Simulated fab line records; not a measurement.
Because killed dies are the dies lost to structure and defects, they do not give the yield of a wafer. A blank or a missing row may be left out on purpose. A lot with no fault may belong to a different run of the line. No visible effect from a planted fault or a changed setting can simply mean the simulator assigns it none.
fab line records	flow nand_harc
record: lots: 24	wafers: 72	last_day: 33
route steps=1302 shown P_GATE@202 P_CONTACT@247 P_M0@267 P_M2@334
lots untouched by any fault: they come from a run of this same line in which no faults occurred
start_h: hours from the record's opening day to when the first of the lot's shown wafers began	wait_h: hours elapsed since this lot's preceding step	" as in the row above	L1.1+2: a row that stands for several wafers	- no value, or no start given	* or withheld: withheld	< > ~ a bound
route shown NAME@n: names a module that has steps shown in the file, with the first one's number in the route	usual: mean and standard deviation over wafers with no fault	same: alike in all rows	chamber/n: place in a boat	sites: per-site readings	_std_site: how widely they spread, as a standard deviation	_edge_site: the outer-site mean with the inner-site mean subtracted	radius_mm: how far each site lies from the wafer's centre	mask NAME#n: copy n	behind: the most recent tool/chamber to have shaped the wafer	hold: the reason the lot was held/the length of the hold in hours/how it ended	device: transistor that didn't switch, given as n, p or np	end of line: the same wafers' tests at the end of the route	a step given without rows: its recipe and nothing more	killed: dies that structure and defects cost at the first sort, which is not the same as the wafer's yield	map: a wafer's dies, marking killed ones x, the rest . and places with no die _
set.NAME: the setting that was run; set.NAME@STEP: the one run at that earlier step	model.NAME: the simulator's own value behind a step, which no gauge read
route steps across a sampled set of lots; one table per step, one row per wafer
services: the hour from which a tool's chamber was out of use, counted from the record's first day as start_h (under 0 if before that day), plus the number of hours and why
== steps ==
step: NHARC_P_GATE_DESCUM_93
recipe: time_s: 3	o2_flow_sccm: 200	ar_flow_sccm: 0	bias_power_w: 0	chemistry: O2
usual: drypump_motor_current_A: 5.9/0.45	oes_product_au: 1.002/0.0069	rf_vpp_V: 57.9/0.86	showerhead_plenum_p_Torr: 1.94/0.071	throttle_valve_pct: 11.310/0.0093
same: time_s: 3
lot.wafer	tool	chamber	start_h	wait_h	drypump_motor_current_A	oes_product_au	rf_hours_counter_h	rf_vpp_V	showerhead_plenum_p_Torr	throttle_valve_pct
L075.2	rie_diel-06	1	93.81	-	5.4	0.996	7.7	57.3	1.99	11.297
L075.3	"	3	"	"	5.6	1.001	9.2	58.0	1.96	11.311
L075.1	"	0	"	"	5.7	0.999	8.1	58.6	1.92	11.308
L074.3	rie_diel-12	3	94.62	-	6.3	0.998	1.0	60.0	1.94	11.315
L074.4	"	0	"	"	6.6	1.008	1.1	57.8	1.87	11.318
L074.5	"	3	"	"	6.3	1.001	-	57.1	1.94	11.312
L076.3	rie_diel-10	0	110.56	-	6.1	0.998	3.7	57.6	2.02	11.292
L076.1	"	1	"	"	5.0	0.993	4.2	57.9	1.90	11.299
L076.5	"	2	"	"	6.1	0.995	-	57.5	1.83	11.313
L077.3	rie_diel-10	1	112.56	-	5.0	0.997	4.3	56.7	1.90	11.307
L077.6	"	2	"	"	6.1	0.994	-	57.8	1.83	11.314
L077.5	"	3	"	"	5.7	1.003	-	59.9	2.06	11.318
L078.1	rie_diel-12	3	126.15	-	6.3	1.003	1.7	58.5	1.94	11.303
L078.2	"	0	"	"	6.7	1.005	1.7	58.0	1.87	11.298
L078.5	"	2	"	"	5.7	1.005	-	58.3	1.96	11.318
L079.3	rie_diel-06	2	145.64	-	6.4	1.010	3.7	57.4	2.06	11.313
L079.1	"	3	"	"	5.6	1.006	4.3	58.4	1.96	11.307
L079.6	"	3	"	"	5.6	0.999	-	57.8	1.96	11.313
L080.3	rie_diel-12	3	148.64	-	6.3	1.001	3.1	57.1	1.94	11.322
L080.6	"	2	"	"	5.8	0.994	-	58.5	1.96	11.292
L080.5	"	3	"	"	6.3	0.989	-	58.4	1.94	11.302
L082.4	rie_diel-10	3	165.67	-	5.7	1.005	5.9	59.9	2.06	11.324
L082.2	"	0	"	"	6.2	1.000	7.2	57.5	2.02	11.313
L082.3	"	2	"	"	6.1	1.001	6.4	55.9	1.83	11.307
L081.1	rie_diel-12	0	165.84	-	6.7	1.007	4.6	58.1	1.87	11.316
L081.4	"	1	"	"	5.6	1.004	4.1	57.5	1.86	11.310
L081.6	"	0	"	"	6.7	1.006	-	56.2	1.87	11.300
L084.4	rie_diel-12	3	183.31	-	6.3	1.001	6.1	59.3	1.94	11.329
L084.2	"	1	"	"	5.7	1.010	4.7	56.5	1.86	11.322
L084.1	"	2	"	"	5.7	0.987	5.5	56.9	1.96	11.309
L083.1	rie_diel-12	3	183.88	-	6.3	1.006	6.1	58.3	1.94	11.317
L083.2	"	0	"	"	6.6	1.005	5.2	56.7	1.87	11.306
L083.6	"	3	"	"	6.3	1.008	-	57.3	1.94	11.309
L085.4	rie_diel-06	2	199.45	-	6.4	0.996	5.4	58.7	2.06	11.315
L085.2	"	3	"	"	5.6	0.994	5.8	58.2	1.96	11.300
L085.6	"	0	"	"	5.8	0.990	-	58.9	1.91	11.322
L086.2	rie_diel-12	2	204.34	-	5.8	0.991	6.0	57.9	1.96	11.298
L086.1	"	3	"	"	6.3	0.987	6.6	57.5	1.94	11.310
L086.6	"	1	"	"	5.7	1.014	-	57.1	1.86	11.316
L087.2	rie_diel-10	1	215.91	-	5.0	0.994	10.9	57.4	1.90	11.311
L087.1	"	2	"	"	6.0	1.002	10.6	57.5	1.83	11.319
L087.5	"	0	"	"	6.2	1.012	-	58.5	2.02	11.301
L088.3	rie_diel-10	0	234.17	-	6.2	1.024	0.1	57.3	2.02	11.313
L088.4	"	3	"	"	5.7	1.007	0.1	56.8	2.06	11.313
L088.5	"	1	"	"	5.0	1.003	-	57.8	1.90	11.316
L089.1	rie_diel-10	3	236.42	-	5.7	0.996	0.1	58.2	2.06	11.323
L089.4	"	0	"	"	6.2	1.005	0.1	58.2	2.02	11.303
L089.5	"	2	"	"	6.1	1.012	-	57.6	1.83	11.290
L090.2	rie_diel-10	0	247.97	-	6.2	1.010	0.5	57.5	2.02	11.328
L090.1	"	3	"	"	5.7	1.008	0.5	57.9	2.05	11.307
L090.5	"	1	"	"	5.0	1.000	-	57.5	1.90	11.313
L091.1	rie_diel-10	3	260.40	-	5.8	1.006	1.1	59.5	2.05	11.313
L091.5	"	3	"	"	5.7	1.004	-	58.5	2.06	11.303
L091.6	"	0	"	"	6.2	1.004	-	59.4	2.02	11.302
L092.1	rie_diel-10	3	272.11	-	5.8	1.006	1.6	56.9	2.05	11.308
L092.2	"	0	"	"	6.2	1.003	1.9	58.1	2.02	11.296
L092.5	"	2	"	"	6.1	1.005	-	56.9	1.83	11.315
L093.2	rie_diel-06	2	277.23	-	6.4	1.005	9.4	58.1	2.05	11.317
L093.6	"	0	"	"	5.8	0.992	-	55.3	1.91	11.300
L093.5	"	1	"	"	5.4	0.996	-	59.0	1.98	11.322
L094.1	rie_diel-12	1	291.98	-	5.7	1.009	2.9	57.4	1.86	11.296
L094.2	"	0	"	"	6.7	0.993	2.1	58.4	1.87	11.310
L094.6	"	1	"	"	5.6	1.011	-	57.3	1.86	11.299
L095.3	rie_diel-12	3	296.06	-	6.3	0.994	3.3	57.3	1.93	11.318
L095.2	"	2	"	"	5.8	0.999	3.5	57.9	1.96	11.325
L095.6	"	0	"	"	6.6	0.989	-	56.7	1.87	11.304
L096.3	rie_diel-12	3	308.18	-	6.3	0.995	3.4	58.3	1.93	11.304
L096.4	"	0	"	"	6.7	0.997	2.9	57.6	1.87	11.310
L096.1	"	1	"	"	5.7	0.999	3.4	57.9	1.86	11.316
L097.3	rie_diel-12	1	314.69	-	5.7	1.002	3.5	57.2	1.86	11.309
L097.1	"	2	"	"	5.8	1.007	3.7	58.1	1.96	11.301
L097.6	"	1	"	"	5.7	1.009	-	57.6	1.86	11.308
step: NHARC_P_CONTACT_ALD_22
recipe: target_thk_a: 30	pulse_time_s: 1	ald_cycles: 150	temp_c: 450	material: TiN
usual: heater_power_w: 1071/99	precursor_pulse_height_rel: 1.000/0.019
lot.wafer	tool	chamber	start_h	wait_h	heater_power_w	precursor_pulse_height_rel	since_wet_clean_h
L075.1	ald_metal-02	0	100.57	-	960	0.996	39
L075.2	"	1	"	"	1095	0.992	39
L075.3	"	2	"	"	1149	1.019	39
L074.4	ald_metal-01	2	101.56	-	997	0.988	124
L074.3	"	1	"	"	1000	1.001	124
L074.5	"	2	"	"	992	0.960	-
L076.1	ald_metal-02	2	117.72	-	1149	0.967	56
L076.3	"	3	"	"	1064	0.996	56
L076.5	"	1	"	"	1087	1.025	-
L077.3	ald_metal-02	0	119.28	-	927	1.010	57
L077.5	"	2	"	"	1152	1.003	-
L077.6	"	3	"	"	1069	1.001	-
L078.2	ald_metal-02	2	132.81	-	1113	1.011	71
L078.1	"	3	"	"	1062	0.979	71
L078.5	"	2	"	"	1147	0.973	-
L079.1	ald_metal-02	1	152.50	-	1099	0.991	91
L079.3	"	3	"	"	1057	1.018	91
L079.6	"	1	"	"	1098	1.013	-
L080.3	ald_metal-02	2	155.39	-	1156	0.990	93
L080.6	"	1	"	"	1118	0.989	-
L080.5	"	2	"	"	1144	0.980	-
L082.4	ald_metal-01	2	172.13	-	987	0.997	16
L082.2	"	3	"	"	1059	0.996	16
L082.3	"	1	"	"	958	1.000	16
L081.4	ald_metal-02	1	173.03	-	1119	1.009	111
L081.1	"	2	"	"	1145	1.015	111
L081.6	"	0	"	"	954	1.004	-
L084.4	ald_metal-01	2	190.16	-	971	1.020	34
L084.2	"	3	"	"	1032	1.023	34
L084.1	"	0	"	"	1319	1.022	34
L083.2	ald_metal-02	1	190.49	-	1120	1.020	129
L083.1	"	3	"	"	1050	1.003	129
L083.6	"	1	"	"	1090	1.024	-
L085.4	ald_metal-01	2	206.42	-	975	0.988	50
L085.2	"	3	"	"	1066	1.016	50
L085.6	"	1	"	"	981	0.993	-
L086.1	ald_metal-01	3	211.00	-	1070	1.000	55
L086.2	"	1	"	"	999	1.021	55
L086.6	"	0	"	"	1320	0.992	-
L087.1	ald_metal-04	0	222.47	-	1066	0.954	119
L087.2	"	2	"	"	1199	0.977	119
L087.5	"	0	"	"	1067	1.000	-
L088.4	ald_metal-02	3	240.73	-	1025	0.984	1
L088.3	"	1	"	"	1104	1.019	1
L088.5	"	2	"	"	1162	0.964	-
L089.4	ald_metal-01	0	242.79	-	1313	0.963	87
L089.1	"	1	"	"	1018	1.007	87
L089.5	"	0	"	"	1323	1.005	-
L090.2	ald_metal-01	3	254.56	-	1087	0.995	99
L090.1	"	1	"	"	1016	1.001	99
L090.5	"	3	"	"	1047	1.031	-
L091.1	ald_metal-04	1	267.07	-	1102	1.004	163
L091.5	"	2	"	"	1213	0.979	-
L091.6	"	3	"	"	999	0.991	-
L092.1	ald_metal-02	0	278.74	-	962	1.000	39
L092.2	"	3	"	"	1013	0.967	39
L092.5	"	0	"	"	955	1.009	-
L093.2	ald_metal-04	0	283.71	-	1067	0.997	2
L093.6	"	2	"	"	1178	0.994	-
L093.5	"	3	"	"	1017	1.044	-
L094.1	ald_metal-01	2	298.56	-	980	0.993	143
L094.2	"	3	"	"	1059	1.009	143
L094.6	"	2	"	"	964	0.978	-
L095.2	ald_metal-04	3	302.58	-	1029	0.983	21
L095.3	"	0	"	"	1058	1.004	21
L095.6	"	3	"	"	1031	1.019	-
L096.4	ald_metal-04	2	315.22	-	1183	1.002	33
L096.1	"	3	"	"	1026	1.023	33
L096.3	"	1	"	"	1045	1.026	33
L097.3	ald_metal-04	1	321.23	-	1017	1.014	39
L097.1	"	3	"	"	996	1.007	39
L097.6	"	1	"	"	1008	1.036	-
step: NHARC_P_M0_ETCH_34
recipe: target_depth_a: 400	overetch_a: 120	time_s: 43.94	ion_energy_ev: 200	n2_flow_sccm: 150	h2_flow_sccm: 150	ar_flow_sccm: 0	rf_w: 400	bias_w: 150	chemistry: N2/H2
usual: drypump_motor_current_A: 5.8/0.34	oes_product_au: 1.000/0.0071	rf_vpp_V: 428.8/2.9	showerhead_plenum_p_Torr: 1.98/0.096	throttle_valve_pct: 14.172/0.0084
same: time_s: 43.94
lot.wafer	tool	chamber	start_h	wait_h	drypump_motor_current_A	oes_product_au	rf_hours_counter_h	rf_vpp_V	showerhead_plenum_p_Torr	throttle_valve_pct
L075.1	rie_diel-07	1	103.04	0.1	5.9	0.996	0	431.0	2.06	14.171
L075.3	"	2	"	"	6.0	1.004	0	430.0	2.02	14.171
L075.2	"	0	"	"	5.9	0.998	0	426.1	1.89	14.174
L074.4	rie_diel-07	3	104.00	0.1	5.6	0.996	0	427.2	1.92	14.169
L074.3	"	1	"	"	5.9	0.996	0	430.4	2.06	14.170
L074.5	"	3	"	"	5.6	0.997	-	427.9	1.92	14.162
L076.3	rie_diel-05	0	120.13	0.1	6.3	0.987	28	426.5	1.92	14.179
L076.1	"	2	"	"	6.1	0.996	31	427.3	1.92	14.174
L076.5	"	3	"	"	5.2	0.998	-	436.3	2.21	14.175
L077.3	rie_diel-07	0	121.69	0.1	5.9	0.990	3	425.0	1.89	14.176
L077.5	"	0	"	"	5.9	0.986	-	427.6	1.89	14.159
L077.6	"	1	"	"	5.9	0.999	-	431.0	2.06	14.175
L078.1	rie_diel-05	0	135.10	0.1	6.3	1.006	33	427.8	1.91	14.174
L078.2	"	2	"	"	6.1	1.000	36	427.5	1.92	14.182
L078.5	"	3	"	"	5.2	1.014	-	435.6	2.21	14.175
L079.1	rie_diel-07	3	154.94	0.1	5.6	1.000	8	425.9	1.91	14.167
L079.3	"	1	"	"	5.9	0.995	7	429.5	2.05	14.171
L079.6	"	3	"	"	5.6	1.000	-	427.1	1.91	14.181
L080.3	rie_diel-07	3	157.82	0.1	5.6	0.994	8	427.0	1.91	14.179
L080.6	"	2	"	"	6.0	1.002	-	429.4	2.02	14.184
L080.5	"	3	"	"	5.6	1.001	-	427.9	1.91	14.177
L082.2	rie_diel-07	0	174.56	0.1	5.9	0.993	8	427.3	1.88	14.162
L082.4	"	2	"	"	6.0	0.986	8	431.4	2.02	14.175
L082.3	"	3	"	"	5.6	1.005	8	425.3	1.91	14.161
L081.4	rie_diel-05	3	175.45	0.1	5.2	1.011	42	434.1	2.20	14.186
L081.1	"	0	"	"	6.3	0.999	46	426.4	1.91	14.162
L081.6	"	3	"	"	5.2	1.013	-	435.7	2.20	14.168
L084.2	rie_diel-07	3	192.43	0.1	5.6	1.005	10	425.4	1.91	14.168
L084.4	"	1	"	"	5.9	1.006	10	430.6	2.05	14.177
L084.1	"	2	"	"	6.0	0.994	10	429.6	2.02	14.161
L083.2	rie_diel-05	1	193.15	0.2	5.4	1.002	48	432.3	2.10	14.182
L083.1	"	3	"	"	5.2	1.008	49	435.7	2.20	14.184
L083.6	"	0	"	"	6.3	1.004	-	427.6	1.91	14.184
L085.2	rie_diel-07	0	209.36	0.1	6.0	1.000	13	424.9	1.88	14.180
L085.4	"	1	"	"	5.9	0.999	13	430.9	2.05	14.177
L085.6	"	0	"	"	5.9	0.999	-	426.1	1.88	14.166
L086.1	rie_diel-03	1	213.47	0.1	5.9	1.013	32	428.0	1.95	14.150
L086.2	"	3	"	"	6.1	1.003	38	427.6	1.90	14.173
L086.6	"	0	"	"	5.2	0.995	-	430.0	1.98	14.182
L087.1	rie_diel-07	3	225.03	0.1	5.5	1.004	16	426.5	1.91	14.167
L087.2	"	0	"	"	5.9	0.990	16	426.3	1.88	14.167
L087.5	"	3	"	"	5.5	0.998	-	425.7	1.91	14.177
L088.3	rie_diel-03	0	243.14	0.1	5.2	1.001	45	429.8	1.98	14.162
L088.4	"	1	"	"	5.9	1.000	40	426.6	1.95	14.171
L088.5	"	3	"	"	6.1	1.004	-	426.4	1.90	14.173
L089.1	rie_diel-07	1	245.22	0.1	5.9	0.997	18	432.2	2.05	14.171
L089.4	"	2	"	"	6.0	1.007	17	430.3	2.01	14.171
L089.5	"	3	"	"	5.6	1.004	-	426.4	1.91	14.167
L090.2	rie_diel-07	1	257.10	0.1	5.8	1.001	19	430.8	2.05	14.171
L090.1	"	0	"	"	5.9	0.996	18	424.1	1.88	14.175
L090.5	"	2	"	"	6.0	1.003	-	429.7	2.01	14.167
L091.1	rie_diel-03	2	269.51	0.1	5.0	0.996	1	435.5	2.18	14.173
L091.5	"	3	"	"	6.1	1.002	-	426.2	1.90	14.168
L091.6	"	0	"	"	5.2	1.006	-	428.7	1.98	14.152
L092.1	rie_diel-05	0	281.05	0.1	6.2	1.013	22	427.1	1.90	14.174
L092.2	"	2	"	"	6.2	1.009	24	426.2	1.90	14.168
L092.5	"	1	"	"	5.4	0.991	-	431.5	2.10	14.174
L093.2	rie_diel-05	2	286.18	0.1	6.2	1.004	26	425.6	1.90	14.164
L093.6	"	3	"	"	5.2	1.003	-	436.0	2.19	14.154
L093.5	"	0	"	"	6.3	0.996	-	425.1	1.90	14.169
L094.2	rie_diel-05	1	300.86	0.1	5.4	1.007	26	430.4	2.09	14.153
L094.1	"	2	"	"	6.1	1.008	31	426.9	1.90	14.171
L094.6	"	0	"	"	6.2	1.001	-	428.2	1.90	14.174
L095.3	rie_diel-03	3	305.22	0.1	6.1	1.007	13	426.0	1.89	14.169
L095.2	"	0	"	"	5.2	1.004	15	429.1	1.97	14.164
L095.6	"	1	"	"	5.9	0.993	-	427.9	1.95	14.173
L096.1	rie_diel-07	0	317.65	0.1	5.9	0.991	8	426.6	1.88	14.181
L096.4	"	2	"	"	6.0	0.997	5	430.3	2.01	14.183
L096.3	"	3	"	"	5.6	0.993	7	428.5	1.91	14.158
L097.3	rie_diel-07	2	323.63	0.1	6.0	1.001	6	430.6	2.01	14.175
L097.1	"	1	"	"	5.9	1.002	9	432.0	2.04	14.172
L097.6	"	2	"	"	6.0	1.003	-	430.8	2.01	14.176
step: NHARC_P_M0_DEGAS_28
recipe: temp_c: 250	time_s: 60
usual: heater_power_w: 327/35
same: time_s: 60
lot.wafer	tool	chamber	start_h	wait_h	heater_power_w
L075.1	pvd_sputter-01	-	103.87	-	374
L075.3	"	-	"	"	334
L075.2	"	-	"	"	320
L074.3	pvd_sputter-03	-	104.83	-	375
L074.4	"	-	"	"	314
L074.5	"	-	"	"	295
L076.1	pvd_sputter-02	-	121.00	-	292
L076.3	"	-	"	"	302
L076.5	"	-	"	"	288
L077.3	pvd_sputter-02	-	122.53	-	336
L077.5	"	-	"	"	360
L077.6	"	-	"	"	297
L078.1	pvd_sputter-02	-	135.97	-	305
L078.2	"	-	"	"	292
L078.5	"	-	"	"	309
L079.1	pvd_sputter-01	-	155.76	-	334
L079.3	"	-	"	"	329
L079.6	"	-	"	"	322
L080.3	pvd_sputter-02	-	158.66	-	307
L080.6	"	-	"	"	351
L080.5	"	-	"	"	295
L082.4	pvd_sputter-01	-	175.39	-	371
L082.3	"	-	"	"	303
L082.2	"	-	"	"	322
L081.1	pvd_sputter-02	-	176.29	-	304
L081.4	"	-	"	"	349
L081.6	"	-	"	"	296
L084.4	pvd_sputter-01	-	193.42	-	328
L084.2	"	-	"	"	374
L084.1	"	-	"	"	308
L083.2	pvd_sputter-03	-	195.05	-	308
L083.1	"	-	"	"	276
L083.6	"	-	"	"	311
L085.4	pvd_sputter-03	-	210.19	-	395
L085.2	"	-	"	"	375
L085.6	"	-	"	"	315
L086.2	pvd_sputter-03	-	214.33	-	301
L086.1	"	-	"	"	279
L086.6	"	-	"	"	392
L087.1	pvd_sputter-01	-	225.91	-	310
L087.2	"	-	"	"	294
L087.5	"	-	"	"	317
L088.4	pvd_sputter-02	-	243.96	-	345
L088.3	"	-	"	"	297
L088.5	"	-	"	"	344
L089.4	pvd_sputter-02	-	246.17	-	327
L089.1	"	-	"	"	339
L089.5	"	-	"	"	314
L090.1	pvd_sputter-01	-	257.94	-	293
L090.2	"	-	"	"	356
L090.5	"	-	"	"	309
L091.1	pvd_sputter-03	-	270.33	-	405
L091.5	"	-	"	"	270
L091.6	"	-	"	"	392
L092.2	pvd_sputter-03	-	281.90	-	274
L092.1	"	-	"	"	388
L092.5	"	-	"	"	384
L093.2	pvd_sputter-03	-	287.06	-	389
L093.5	"	-	"	"	278
L093.6	"	-	"	"	398
L094.2	pvd_sputter-02	-	301.72	-	351
L094.1	"	-	"	"	278
L094.6	"	-	"	"	284
L095.3	pvd_sputter-01	-	306.12	-	367
L095.2	"	-	"	"	286
L095.6	"	-	"	"	360
L096.4	pvd_sputter-01	-	318.48	-	373
L096.3	"	-	"	"	310
L096.1	"	-	"	"	288
L097.3	pvd_sputter-01	-	324.65	-	288
L097.1	"	-	"	"	307
L097.6	"	-	"	"	287
step: NHARC_P_M2_CD_MEAS_16
usual: cd_nm: 170.0/0.53
lot.wafer	tool	chamber	start_h	wait_h	cd_nm
L075.1	cd_sem-02	-	111.53	-	170.3
L075.2	"	-	"	"	169.9
L075.3	"	-	"	"	169.3
L074.3	cd_sem-02	-	112.46	-	170.0
L074.4	"	-	"	"	170.3
L074.5	"	-	"	"	169.7
L076.1	cd_sem-01	-	128.72	-	169.6
L076.3	"	-	"	"	169.4
L076.5	"	-	"	"	169.5
L077.3	cd_sem-01	-	130.15	-	170.4
L077.5	"	-	"	"	170.6
L077.6	"	-	"	"	169.9
L078.1	cd_sem-03	-	143.91	-	170.6
L078.2	"	-	"	"	169.1
L078.5	"	-	"	"	170.9
L079.1	cd_sem-03	-	163.11	-	169.2
L079.3	"	-	"	"	168.9
L079.6	"	-	"	"	169.4
L080.3	cd_sem-02	-	166.19	-	169.2
L080.5	"	-	"	"	169.3
L080.6	"	-	"	"	169.6
L082.2	cd_sem-01	-	182.91	-	169.7
L082.3	"	-	"	"	170.0
L082.4	"	-	"	"	170.2
L081.1	cd_sem-02	-	183.76	-	170.5
L081.4	"	-	"	"	169.7
L081.6	"	-	"	"	169.4
L084.1	cd_sem-02	-	201.08	-	170.9
L084.2	"	-	"	"	170.4
L084.4	"	-	"	"	170.9
L083.1	cd_sem-02	-	202.40	-	169.9
L083.2	"	-	"	"	169.4
L083.6	"	-	"	"	169.2
L085.2	cd_sem-02	-	218.06	-	169.9
L085.4	"	-	"	"	170.3
L085.6	"	-	"	"	169.8
L086.1	cd_sem-03	-	221.86	-	170.2
L086.2	"	-	"	"	170.2
L086.6	"	-	"	"	169.7
L087.1	cd_sem-02	-	233.48	-	169.8
L087.2	"	-	"	"	169.0
L087.5	"	-	"	"	169.7
L088.3	cd_sem-03	-	251.46	-	169.8
L088.4	"	-	"	"	171.1
L088.5	"	-	"	"	170.1
L089.1	cd_sem-01	-	253.65	-	169.4
L089.4	"	-	"	"	169.7
L089.5	"	-	"	"	169.7
L090.1	cd_sem-02	-	265.73	-	169.6
L090.2	"	-	"	"	170.3
L090.5	"	-	"	"	169.6
L091.1	cd_sem-02	-	277.93	-	169.6
L091.5	"	-	"	"	169.8
L091.6	"	-	"	"	169.4
L092.1	cd_sem-03	-	289.35	-	169.5
L092.2	"	-	"	"	170.2
L092.5	"	-	"	"	169.2
L093.2	cd_sem-03	-	294.64	-	169.7
L093.5	"	-	"	"	170.9
L093.6	"	-	"	"	169.1
L094.1	cd_sem-01	-	309.42	-	170.1
L094.2	"	-	"	"	169.4
L094.6	"	-	"	"	170.2
L095.2	cd_sem-02	-	313.79	-	170.4
L095.3	"	-	"	"	170.3
L095.6	"	-	"	"	170.0
L096.1	cd_sem-03	-	326.43	-	170.7
L096.3	"	-	"	"	169.5
L096.4	"	-	"	"	170.9
L097.1	cd_sem-01	-	332.45	-	170.2
L097.3	"	-	"	"	169.8
L097.6	"	-	"	"	171.0
step: NHARC_P_M2_DEGAS_29
recipe: temp_c: 250	time_s: 60
usual: heater_power_w: 323/35
same: time_s: 60
lot.wafer	tool	chamber	start_h	wait_h	heater_power_w
L075.2	pvd_sputter-02	-	112.24	-	345
L075.3	"	-	"	"	286
L075.1	"	-	"	"	324
L074.3	pvd_sputter-02	-	113.18	-	349
L074.4	"	-	"	"	295
L074.5	"	-	"	"	306
L076.1	pvd_sputter-02	-	129.44	-	320
L076.3	"	-	"	"	351
L076.5	"	-	"	"	302
L077.3	pvd_sputter-02	-	130.86	-	318
L077.5	"	-	"	"	308
L077.6	"	-	"	"	297
L078.1	pvd_sputter-02	-	144.63	-	363
L078.2	"	-	"	"	320
L078.5	"	-	"	"	310
L079.1	pvd_sputter-02	-	163.82	-	309
L079.3	"	-	"	"	357
L079.6	"	-	"	"	323
L080.3	pvd_sputter-03	-	166.90	-	308
L080.6	"	-	"	"	401
L080.5	"	-	"	"	306
L082.3	pvd_sputter-03	-	183.62	-	373
L082.4	"	-	"	"	401
L082.2	"	-	"	"	302
L081.4	pvd_sputter-01	-	184.48	-	324
L081.1	"	-	"	"	326
L081.6	"	-	"	"	322
L084.4	pvd_sputter-02	-	201.79	-	313
L084.1	"	-	"	"	351
L084.2	"	-	"	"	294
L083.1	pvd_sputter-02	-	203.11	-	306
L083.2	"	-	"	"	296
L083.6	"	-	"	"	351
L085.2	pvd_sputter-01	-	218.78	-	307
L085.4	"	-	"	"	307
L085.6	"	-	"	"	311
L086.2	pvd_sputter-03	-	222.57	-	379
L086.1	"	-	"	"	312
L086.6	"	-	"	"	369
L087.1	pvd_sputter-02	-	234.20	-	291
L087.2	"	-	"	"	297
L087.5	"	-	"	"	347
L088.4	pvd_sputter-02	-	252.17	-	361
L088.3	"	-	"	"	288
L088.5	"	-	"	"	298
L089.4	pvd_sputter-01	-	254.44	-	287
L089.1	"	-	"	"	312
L089.5	"	-	"	"	290
L090.2	pvd_sputter-03	-	266.44	-	392
L090.1	"	-	"	"	379
L090.5	"	-	"	"	302
L091.1	pvd_sputter-01	-	278.73	-	367
L091.6	"	-	"	"	291
L091.5	"	-	"	"	307
L092.1	pvd_sputter-03	-	290.07	-	272
L092.2	"	-	"	"	385
L092.5	"	-	"	"	393
L093.2	pvd_sputter-03	-	295.37	-	391
L093.5	"	-	"	"	372
L093.6	"	-	"	"	274
L094.1	pvd_sputter-01	-	310.13	-	370
L094.2	"	-	"	"	288
L094.6	"	-	"	"	370
L095.3	pvd_sputter-03	-	314.58	-	269
L095.2	"	-	"	"	390
L095.6	"	-	"	"	370
L096.3	pvd_sputter-01	-	327.15	-	362
L096.1	"	-	"	"	284
L096.4	"	-	"	"	300
L097.3	pvd_sputter-02	-	333.16	-	298
L097.1	"	-	"	"	358
L097.6	"	-	"	"	311
== services ==
tool	chamber	start_h	hours	kind
pvd_sputter-03	-	77.77	4.7	repair
pvd_sputter-02	-	80.10	10.0	pm
rie_diel-07	3	92.03	2.9	repair
rie_diel-07	-	93.32	9.0	pm
pvd_sputter-03	-	117.79	8.4	repair
pvd_sputter-02	-	123.55	2.3	repair
pvd_sputter-03	-	146.00	10.0	pm
pvd_sputter-01	-	157.11	2.4	repair
rie_diel-07	2	181.28	3.5	repair
rie_diel-07	-	186.83	3.6	repair
pvd_sputter-01	-	189.52	0.5	repair
pvd_sputter-01	-	202.00	10.0	pm
rie_diel-07	3	220.59	2.4	repair
ald_metal-02	-	230.00	10.0	pm
rie_diel-07	0	233.42	8.3	repair
rie_diel-07	-	240.63	0.2	repair
rie_diel-12	-	244.40	9.0	pm
pvd_sputter-02	-	258.10	10.0	pm
rie_diel-07	-	270.39	9.0	pm
rie_diel-12	0	274.54	6.6	repair
rie_diel-07	2	286.40	8.7	repair
ald_metal-02	0	305.08	29.2	repair
pvd_sputter-02	-	305.21	1.6	repair
pvd_sputter-03	-	324.00	10.0	pm
== key ==
fault none
